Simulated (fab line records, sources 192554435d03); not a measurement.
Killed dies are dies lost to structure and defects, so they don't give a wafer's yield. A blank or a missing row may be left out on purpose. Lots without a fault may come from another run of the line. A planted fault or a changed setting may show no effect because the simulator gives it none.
fab line records | flow n5_finfet
record lots=6 wafers=16 last_day=17
route steps=1938 shown PASSIVATION@1898
lots that met no fault: from a run of the same line without faults
start_h: hours from the record's first day to the start of the lot's first wafer shown | wait_h: hours since the lot's step before | " the same as in the row above | L1.1+2: a row that stands for several wafers | - no value, or no start given | * or withheld: withheld | < > ~ a bound
route shown NAME@n: a module of which the file shows steps, and the number in the route of the first | usual: mean/standard deviation of fault-free wafers | same: alike in all rows | chamber/n: place in a boat | sites: the reading at each site | _std_site: their standard deviation | _edge_site: outer sites' mean less inner sites' | radius_mm: how far each site lies from the wafer's centre | mask NAME#n: copy n | behind: the tool/chamber that last shaped the wafer | hold: why the lot was held/for how many hours/how that ended | device: the transistor (n, p or np) that didn't switch | end of line: the same wafers' tests at the end of the route | a step without rows: its recipe alone | killed: dies lost to structure and defects at the first sort, not the wafer's yield | map: a wafer's dies, x killed, . not, _ none there
set.NAME: the setting as run; set.NAME@STEP: as run at that earlier step | model.NAME: the simulator's own value behind a step, which no gauge read
lots at some steps of the route; a table a step, a row a wafer
services: from which hour (start_h, from the record's first day; less than 0 if before it) a tool's chamber was out of use, for how many hours, and why
## steps
# step N5_PASSIVATION_COAT_24
# recipe spin_rpm=3000 resist_thk_nm=withheld
# step N5_PASSIVATION_EBR_26
# recipe solvent=PGMEA ebr_width_mm=1.5
# step N5_PASSIVATION_SOFTBAKE_25
# recipe temp_c=100 time_s=90
# step N5_PASSIVATION_EXPOSE_27
# recipe mask_id=PAD na=0.55 source_shape=conventional sigma_outer=0.8 polarization=unpolarized defocus_nm=0 dose_mj=32.3
# step N5_PASSIVATION_PEB_28
# recipe peb_temp_c=withheld peb_time_s=*
# step N5_PASSIVATION_DEVELOP_29
# recipe develop_time_s=60 rinse_liquid=diw dry=air_spin dev_temp_c=21
# step N5_PASSIVATION_HARDBAKE_31
# recipe temp_c=130 time_s=120
# step N5_PASSIVATION_CD_MEAS_30
# recipe target_cd_nm=4000 landing_energy_ev=500 detector=se_inlens polarity=opening
# usual cd_nm=4000.4/2.1
# columns lot.wafer tool chamber start_h wait_h cd_nm
L295.3 cd_sem-02 0 287.63 - 3999.3
L295.6 " 0 " " 3998.7
L298.1 cd_sem-02 0 296.77 - 4001.0
L298.3 " 0 " " 4000.3
L301.1 cd_sem-01 0 350.93 - 4001.5
L301.2 " 0 " " 3998.5
L301.5 " 0 " " 3998.7
L307.3 cd_sem-01 0 387.65 - 4005.8
L307.4 " 0 " " 4004.2
L307.6 " 0 " " 4002.1
L310.4 cd_sem-02 0 388.29 - 3998.4
L310.5 " 0 " " 3997.2
L310.6 " 0 " " 4000.8
L311.2 cd_sem-03 0 398.92 - 3998.4
L311.3 " 0 " " 4000.8
L311.6 " 0 " " 4000.3
# step N5_PASSIVATION_OVL_MEAS_63
# recipe points_per_wafer=44
# usual PAD_OVL=2/5.7
# columns lot.wafer tool chamber start_h wait_h PAD_OVL[nm]
L295.3 overlay-01 0 287.66 0.0 6
L295.6 " 0 " " -2
L298.1 overlay-01 0 296.80 0.0 6
L298.3 " 0 " " 10
L301.1 overlay-02 0 350.96 0.0 9
L301.2 " 0 " " 6
L301.5 " 0 " " 8
L307.3 overlay-01 0 387.67 0.0 -5
L307.4 " 0 " " -6
L307.6 " 0 " " -9
L310.4 overlay-01 0 388.32 0.0 -1
L310.5 " 0 " " 15
L310.6 " 0 " " -4
L311.2 overlay-01 0 398.95 0.0 -8
L311.3 " 0 " " -11
L311.6 " 0 " " -8
# step N5_PASSIVATION_INSPECT_64
# recipe mode=adi inspect_instrument=macro
# usual raw_defect_count=2.0/1.5
# columns lot.wafer tool chamber start_h wait_h raw_defect_count
L295.3 defect_inspect-01 - 287.68 0.0 1
L295.6 " - " " 0
L298.1 defect_inspect-01 - 296.82 0.0 1
L298.3 " - " " 2
L301.1 defect_inspect-01 - 350.98 0.0 4
L301.2 " - " " 1
L301.5 " - " " 0
L307.3 defect_inspect-01 - 387.70 0.0 4
L307.4 " - " " 2
L307.6 " - " " 1
L310.4 defect_inspect-01 - 388.34 0.0 2
L310.5 " - " " 3
L310.6 " - " " 2
L311.2 defect_inspect-02 - 398.97 0.0 1
L311.3 " - " " 2
L311.6 " - " " 3
# step N5_PASSIVATION_DESCUM_32
# recipe chemistry=O2 time_s=7.9 source_power_w=50 bias_power_w=20 pressure_mtorr=20 rf_frequency_hz=2.712e+07 temp_c=40 o2_flow_sccm=225
# usual bias_power_w=19.99/0.063 chamber_pressure_mTorr=19.999/0.02 drypump_motor_current_A=5.7/0.51 oes_product_au=0.81/0.069 rf_vpp_V=242.9/1.4 showerhead_plenum_p_Torr=2.08/0.074 temp_c=39.99/0.1 throttle_valve_pct=20.40/0.24
# columns lot.wafer tool chamber start_h wait_h bias_power_w chamber_pressure_mTorr drypump_motor_current_A oes_product_au rf_hours_counter_h rf_vpp_V showerhead_plenum_p_Torr temp_c throttle_valve_pct
L295.3 rie_diel-06 3 287.72 0.0 20.00 19.993 5.5 0.78 125 242.0 2.00 40.00 20.53
L295.6 " 1 " " 20.07 20.010 6.3 0.87 - 243.3 2.04 39.90 20.17
L298.1 rie_diel-01 0 296.86 0.0 19.96 20.011 4.7 0.70 247 243.1 2.04 40.14 20.25
L298.3 " 3 " " 19.96 20.009 5.4 0.84 69 241.2 2.02 39.99 20.24
L301.1 rie_diel-06 2 351.02 0.0 20.03 20.021 5.6 0.97 5 243.8 2.14 39.93 20.57
L301.2 " 3 " " 19.99 19.999 5.6 0.77 149 242.8 2.00 40.18 20.55
L301.5 " 2 " " 19.98 20.006 5.6 0.95 - 243.6 2.14 39.91 20.61
L307.3 rie_diel-02 0 387.73 0.0 20.01 19.993 5.5 0.80 111 246.1 2.21 39.98 20.51
L307.4 " 2 " " 20.01 19.994 5.8 0.80 91 242.7 2.11 39.98 20.38
L307.6 " 2 " " 20.00 20.003 5.7 0.80 - 242.9 2.11 39.90 20.40
L310.4 rie_diel-01 3 388.41 0.1 20.01 20.001 5.4 0.80 - 240.6 2.01 40.00 20.28
L310.5 " 0 " " 20.00 19.979 4.7 0.90 - 242.3 2.03 39.88 19.97
L310.6 " 2 " " 19.96 19.960 6.2 0.82 - 244.2 2.10 39.97 20.32
L311.2 rie_diel-06 2 399.00 0.0 20.03 20.002 5.6 0.91 20 244.8 2.14 39.83 20.62
L311.3 " 1 " " 20.01 19.981 6.3 0.82 89 241.2 2.02 39.77 20.22
L311.6 " 1 " " 19.95 19.984 6.3 0.82 - 241.5 2.03 39.87 20.22
# step N5_PASSIVATION_AL_ETCH_33
# recipe chemistry=Cl2/BCl3 target_depth_a=28000 over_etch_frac=0.15 Cl2_flow_sccm=180 bcl3_flow_sccm=60 target=Al stop_on=TaN time_s=466.7 ion_energy_ev=100 pressure_mtorr=10 icp_w=900 bias_w=100
# usual chamber_pressure_mTorr=10.001/0.0087 drypump_motor_current_A=5.4/0.5 oes_product_au=0.71/0.072 throttle_valve_pct=34.4/0.33
# same over_etch_frac=0.15
# columns lot.wafer tool chamber start_h wait_h chamber_pressure_mTorr drypump_motor_current_A oes_product_au rf_hours_counter_h throttle_valve_pct
L295.3 rie_metal-01 1 287.94 0.2 9.999 5.1 0.77 - 34.5
L295.6 " 1 " " 10.000 5.1 0.76 - 34.5
L298.1 rie_metal-01 1 296.95 0.1 9.996 5.1 0.74 23 34.5
L298.3 " 0 " " 9.984 5.9 0.69 - 34.7
L301.1 rie_metal-03 1 351.10 0.1 10.001 4.8 0.71 36 34.1
L301.2 " 1 " " 10.003 4.9 0.72 - 34.2
L301.5 " 1 " " 10.006 4.8 0.71 - 34.1
L307.3 rie_metal-02 0 387.95 0.2 10.004 5.3 0.87 - 34.4
L307.4 " 1 " " 9.994 5.6 0.83 - 34.6
L307.6 " 0 " " 10.008 5.4 0.86 - 34.4
L310.4 rie_metal-01 0 388.59 0.2 9.993 5.9 0.66 - 34.7
L310.5 " 1 " " 10.017 5.1 0.73 - 34.5
L310.6 " 0 " " 9.996 5.9 0.68 - 34.7
L311.2 rie_metal-03 1 399.09 0.1 9.997 4.8 0.70 42 34.1
L311.3 " 1 " " 9.999 4.8 0.70 - 34.2
L311.6 " 1 " " 9.990 4.8 0.70 - 34.2
# step N5_PASSIVATION_ETCH_59
# recipe chemistry=Cl2/BCl3 target=TaN target_depth_a=650 time_s=34.9 ion_energy_ev=100 pressure_mtorr=10 icp_w=900 bias_w=100 Cl2_flow_sccm=60 bcl3_flow_sccm=30
# usual chamber_pressure_mTorr=10.003/0.0093 drypump_motor_current_A=5.4/0.5 oes_product_au=0.80/0.085 throttle_valve_pct=21.12/0.24
# columns lot.wafer tool chamber start_h wait_h chamber_pressure_mTorr drypump_motor_current_A oes_product_au rf_hours_counter_h throttle_valve_pct model.etch.depth_nm
L295.3 rie_metal-01 1 288.23 0.2 10.010 5.1 1.29 - 20.18 114.1
L295.6 " 1 " " 10.008 5.1 0.86 - 21.13 67.6
L298.1 rie_metal-01 1 297.35 0.3 10.009 5.1 1.27 23 20.17 114.1
L298.3 " 0 " " 10.007 5.9 1.13 - 20.41 108.5
L301.1 rie_metal-03 1 351.90 0.7 10.011 4.8 0.80 37 20.95 66.11
L301.2 " 1 " " 9.999 4.8 0.80 - 20.95 65.91
L301.5 " 1 " " 9.981 4.8 0.80 - 20.95 66.18
L307.3 rie_metal-02 0 388.25 0.2 10.014 5.4 0.97 - 21.13 65.75
L307.4 " 1 " " 9.998 5.6 0.93 - 21.14 66.3
L307.6 " 0 " " 10.007 5.4 0.96 - 21.15 65.17
L310.4 rie_metal-01 0 388.89 0.2 10.013 5.9 0.73 - 21.36 64.02
L310.5 " 1 " " 10.004 5.1 0.81 - 21.16 66.81
L310.6 " 0 " " 9.990 5.9 0.73 - 21.37 63.57
L311.2 rie_metal-03 1 399.49 0.3 10.005 4.8 0.79 42 20.94 66.67
L311.3 " 1 " " 9.996 4.9 0.79 - 20.95 66.77
L311.6 " 1 " " 9.990 4.8 0.79 - 20.93 66.83
# step N5_PASSIVATION_STRIP_34
# recipe chemistry=O2 power_w=600 temp_c=60 pressure_mtorr=30 rf_frequency_hz=6e+07 bias_power_w=0 overash_fraction=2 o2_flow_sccm=225
# usual chamber_pressure_mTorr=29.98/0.091 drypump_motor_current_A=5.6/0.51 oes_product_au=0.80/0.071 rf_vpp_V=3.7/1.6 showerhead_plenum_p_Torr=2.08/0.075 temp_c=60.00/0.13 throttle_valve_pct=16.66/0.24
# same bias_power_w=0
# columns lot.wafer tool chamber start_h wait_h chamber_pressure_mTorr drypump_motor_current_A oes_product_au rf_hours_counter_h rf_vpp_V showerhead_plenum_p_Torr temp_c throttle_valve_pct
L295.3 rie_diel-06 1 288.32 0.1 30.02 6.2 0.90 51 2.1 2.04 60.08 16.48
L295.6 " 0 " " 30.08 5.7 0.81 - 6.1 2.22 60.10 16.57
L298.1 rie_diel-01 3 297.59 0.2 29.97 5.4 0.83 69 4.1 2.02 60.06 16.43
L298.3 " 1 " " 29.98 5.0 0.68 223 6.2 2.01 60.04 17.34
L301.1 rie_diel-06 3 352.12 0.2 29.94 5.6 0.77 149 4.7 2.00 60.05 16.76
L301.2 " 0 " " 30.08 5.7 0.79 116 2.5 2.21 60.01 16.61
L301.5 " 0 " " 30.08 5.7 0.79 - 1.3 2.21 59.85 16.63
L307.3 rie_diel-01 0 388.33 0.1 29.99 4.7 0.90 26 4.4 2.03 60.02 16.27
L307.4 " 2 " " 29.91 6.2 0.81 - 5.2 2.11 60.11 16.53
L307.6 " 3 " " 29.91 5.3 0.82 - 1.1 2.01 59.69 16.53
L310.4 rie_diel-02 2 388.98 0.1 30.20 5.8 0.81 91 5.9 2.12 59.98 16.58
L310.5 " 3 " " 29.95 6.1 0.84 - 2.5 2.02 60.00 16.65
L310.6 " 2 " " 30.00 5.8 0.79 - 5.6 2.12 60.19 16.62
L311.2 rie_diel-02 1 399.63 0.1 29.92 6.3 0.71 220 5.4 2.00 59.69 16.71
L311.3 " 2 " " 30.06 5.8 0.81 94 3.1 2.12 60.05 16.63
L311.6 " 0 " " 29.99 5.5 0.80 - 3.5 2.21 59.76 16.70
# step N5_PASSIVATION_PROBE_49
# usual defect_limited_yield=91.0/1.5 killed_at_M0_to_M3=34/11 killed_at_M4_up=14/5.3 killed_at_contacts=13/7 killed_at_front_end=41/13 killed_at_other=4/3.1 killed_dies=106/17 killed_open=70/12 killed_short=35/8 sort_bin_5_function=5.2/0.98 sort_bin_6_memory=3.4/0.69 sort_n_pass=1074/17 sort_yield_pct=91.0/1.5
# same gross_dies=1180 killed_at_back_side=0 sort_bin_4_leakage[%]=0 sort_bin_8_speed[%]=0
# columns lot.wafer tool chamber start_h wait_h defect_limited_yield[%] killed_at_M0_to_M3 killed_at_M4_up killed_at_contacts killed_at_front_end killed_at_other killed_dies killed_open killed_short sort_bin_5_function[%] sort_bin_6_memory[%] sort_n_pass sort_yield_pct[%]
L301.2 prober-02 - 356.55 0.1 91.8 25 16 10 42 4 97 66 29 5.2 2.9 1083 91.8
# killed by level:class
L301.2 STI_FIN_REVEAL:geometric_particle:open=13 MOL_CONTACT_COAG:geometric_particle:open=7 BEOL_M0_SAQP:geometric_particle:short=7 BEOL_M4:geometric_particle:open=6 DUMMY_GATE:geometric_particle:open=5 DUMMY_GATE:geometric_particle:short=5 BEOL_M3:geometric_particle:open=5 BEOL_M0_SAQP:geometric_particle:open=4
## services
# columns tool chamber start_h hours kind
rie_metal-01 1 271.26 6.8 repair
rie_metal-03 0 273.61 97.5 repair
rie_metal-02 1 282.34 - clean
rie_metal-02 1 282.34 22.9 scheduled_down
rie_metal-02 1 282.34 22.9 vent_cycle
rie_diel-01 2 299.37 5.1 repair
rie_diel-01 0 304.44 - clean
rie_diel-01 0 304.44 - consumable_replace:focus_ring
rie_diel-01 0 304.44 18.2 scheduled_down
rie_diel-01 0 304.44 18.2 vent_cycle
rie_diel-01 - 311.59 0.2 repair
rie_diel-06 2 312.32 - clean
rie_diel-06 2 312.32 - consumable_replace:focus_ring
rie_diel-06 2 312.32 23.8 scheduled_down
rie_diel-06 2 312.32 23.8 vent_cycle
rie_metal-02 0 321.42 - clean
rie_diel-02 2 343.93 4.8 repair
rie_diel-02 2 363.16 1.3 repair
rie_diel-02 1 369.34 9.8 repair
rie_diel-01 1 372.66 - clean
rie_diel-01 1 372.66 - consumable_replace:focus_ring
rie_diel-01 1 372.66 24.7 scheduled_down
rie_diel-01 1 372.66 24.7 vent_cycle
rie_diel-06 3 380.46 6.0 repair
## key
first_sign step=N5_PASSIVATION_ETCH_59 reading=oes_product_au direction=up sigmas=5.1 usual=0.80 struck=1.23
effect step=N5_PASSIVATION_ETCH_59 reading=throttle_valve_pct direction=down sigmas=3.7 usual=* struck=*
model_effect step=N5_PASSIVATION_ETCH_59 value=etch.depth_nm without=66.1 struck=112.2
met_at N5_PASSIVATION_ETCH_59
struck_wafers L295.3,L298.1,L298.3
fault kind=process_parameter_drift tool=rie_metal-01 chamber=- onset_h=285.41 steps=N5_PASSIVATION_ETCH_59 channel=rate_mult offset=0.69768 shape=step end_h=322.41 scope=struck_wafers_only
